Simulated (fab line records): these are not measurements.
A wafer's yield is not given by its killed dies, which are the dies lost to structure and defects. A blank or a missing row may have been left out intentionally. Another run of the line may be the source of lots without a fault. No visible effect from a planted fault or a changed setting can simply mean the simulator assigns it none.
Matching of chambers -- flow n5-finfet -- cvd-co-01 running N5_BEOL_M5_CO_CAP_78: 3 sister chambers
The step material Co, precursor CCTBA/H2, target thk 2 nm, time 102.1 s. 3 wafers are shown with their chamber, then 11 later ones without.

## EACH WAFER AND ITS CHAMBER
wafer,chamber,heater-power-w (W)
L087.4,0,238
L089.5,2,313
L091.1,1,209

## WAFERS WITHOUT THEIR CHAMBER
wafer,heater-power-w (W)
L091.3,243
L091.6,244
L092.1,252
L092.2,308
L092.5,244
L095.4,315
L095.5,249
L095.6,212
L096.1,247
L096.3,208
L096.5,210

## WHICH CHAMBER EACH WENT THROUGH
wafer,from the rows above,in truth
L091.3,0,0
L091.6,0,0
L092.1,0,0
L092.2,2,2
L092.5,0,0
L095.4,2,2
L095.5,0,0
L095.6,1,1
L096.1,0,0
L096.3,1,1
L096.5,1,1
Correctly placed: 11 of 11. Left unplaced by these rows: 0. 0 placed wrongly.
How it was worked out, from the rows above alone: a wafer's distance from a chamber is the root of the sum, over the readings, of the square of ((its reading less the chamber's mean) divided by the reading's scatter). The wafer belongs to the nearest chamber; if the next one is less than 2 further off, it can't be placed. A chamber's mean is the mean of its shown wafers. The scatter (one wafer shown for each chamber): square how far every hidden wafer sits from the nearest shown wafer, average those squares and take the square root.
